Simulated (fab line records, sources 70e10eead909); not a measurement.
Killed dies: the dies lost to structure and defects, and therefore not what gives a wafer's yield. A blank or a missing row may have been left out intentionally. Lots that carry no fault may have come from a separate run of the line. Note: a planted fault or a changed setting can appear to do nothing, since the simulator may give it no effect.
A struck lot beside a sound one | flow nand-harc | 26 out of 1302 route steps
Sound: the wafers L437.4, L437.5, L437.6. Wafers struck: L424.1, L424.4, L424.6. The cause is given at the end.
Each step with rows lists, per side, the tool, then ch with its chambers, then its first start. Under that, the readings that differ: sound wafers | struck wafers | difference of the means | sigmas: that difference in standard deviations of wafers without a fault.
alike: readings with means less than 2 such deviations apart, plus words and numbers identical on both sides. not compared: withheld readings, readings lacking a value on some wafer, bounds such as >300 that could conceal the same value, and numbers that have no deviation in the record and whose values overlap.
A row with sigmas, a row that says differs or no value, or rows on one side alone: a step with any of these is where the two part. Numbers that have no deviation but don't overlap get no sigmas and don't part them. Lack of a reading on every wafer of one side parts them only where that side has two or more wafers.

NHARC_P_CONTACT_CD_MEAS_19:
  sound on cd-sem-02, day 12 19:01; struck on cd-sem-03, day 7 11:11
  alike: cd-nm
NHARC_P_CONTACT_STRIP_28: strips in O2.
  sound on rie-diel-10 ch 0,2,3, day 12 19:07; struck on rie-diel-09 ch 1,2,3, day 7 11:16
  alike: drypump-motor-current-A, oes-product-au, rf-vpp-V, showerhead-plenum-p-Torr, throttle-valve-pct
  not compared: rf-hours-counter-h
then, 4 steps without rows for these wafers: NHARC_P_CONTACT_STRIP_29 (strips in post etch residue remover, time 1200 s); NHARC_P_CONTACT_DEGAS_38 (time 60 s); NHARC_P_CONTACT_PRE_CLEAN_39 (time 19.5 s); NHARC_P_CONTACT_PVD_32 (deposits Ti, target thk 5 nm, time 17.7 s).
NHARC_P_CONTACT_ALD_22: deposits TiN, target thk 3 nm, pulse time 1 s, ald cycles 150.
  sound on ald-metal-03 ch 1,2,3, day 12 20:02; struck on ald-metal-03 ch 0,1,2, day 7 12:12
  alike: heater-power-w, precursor-pulse-height-rel
NHARC_P_CONTACT_CVD_23: deposits W, target thk 200 nm, time 557 s.
  sound: cvd-w-01 ch 0,1; struck: cvd-w-01 ch 0,1
  alike: heater-power-w, throttle-valve-pct
NHARC_P_CONTACT_CMP_24: polishes, t overpolish 30 s, target thk 200 nm.
  sound on cmp-01 ch 0,2,3, day 12 20:52; struck on cmp-04 ch 0,2,3, day 7 13:05
  alike: motor-current-A, overpolish-run-s, time-to-endpoint-s
next, for these wafers, 1 step has no rows: NHARC_P_CONTACT_SRD_26.
NHARC_P_CONTACT_INSPECT_27:
  sound on defect-inspect-01, day 12 21:14; struck on defect-inspect-01, day 7 13:29
  alike: raw-defect-count
NHARC_P_M0_DEP_00: deposits SiOC, target thk 150 nm.
  sound on pecvd-04 ch 0,1,2, day 12 21:26; struck on pecvd-04 ch 1,2, day 7 13:33
then, 9 steps without rows for these wafers: NHARC_P_M0_DEHYDRATE_01 (time 120 s); NHARC_P_M0_HMDS_02 (time 30 s); NHARC_P_M0_COAT_33 (time 65 s); NHARC_P_M0_COAT_03 (resist thk 90 nm); NHARC_P_M0_SOFTBAKE_04 (time 55 s); NHARC_P_M0_EBR_05; NHARC_P_M0_EXPOSE_06 (exposes mask P M0, target cd 90 nm); NHARC_P_M0_PEB_07 (peb time 65 s); NHARC_P_M0_DEVELOP_08 (develop time 35 s).
NHARC_P_M0_CD_MEAS_09 targets a cd of 90 nm.
  sound on cd-sem-02 ch 0, day 12 22:01; struck on cd-sem-02 ch 0, day 7 14:31
  alike: cd-nm
NHARC_P_M0_OVL_MEAS_10: pitch 180 nm.
  sound on overlay-01, day 12 22:06; struck on overlay-01, day 7 14:37
  alike: overlay-x-nm, overlay-y-nm
NHARC_P_M0_INSPECT_11:
  sound on defect-inspect-02, day 12 22:08; struck on defect-inspect-02, day 7 14:38
  reading          | sound | struck      | difference | sigmas
  raw-defect-count | 5 5 2 | 359 358 299 | +335       | +99 or more
NHARC_P_M0_DESCUM_14: chemistry O2, time 3 s.
  sound on rie-diel-07 ch 0,3, day 12 22:12; struck on rie-diel-11 ch 1,2, day 7 14:42
  alike: drypump-motor-current-A, oes-product-au, rf-vpp-V, showerhead-plenum-p-Torr, throttle-valve-pct
  not compared: rf-hours-counter-h
-- the record jumps here: 18 days lie between the struck wafers' starts before and after (it left off in module P_M0 and takes up again in module END, whose first step shown is number 1302 of the route) --
NHARC_END_SORT_01:
  sound on prober-02 ch 0, day 30 22:28; struck on prober-02 ch 0, day 26 00:18
  reading             | sound | struck   | difference | sigmas
  killed-at-periphery | 2 7 0 | 75 76 74 | +72        | +25
  alike: defect-limited-yield, killed-at-array, killed-at-other, killed-dies, killed-open, killed-short

## WHERE THEY PART
First at NHARC_P_M0_INSPECT_11; last, within this record, at NHARC_END_SORT_01.

WHY: the cause the simulator had injected
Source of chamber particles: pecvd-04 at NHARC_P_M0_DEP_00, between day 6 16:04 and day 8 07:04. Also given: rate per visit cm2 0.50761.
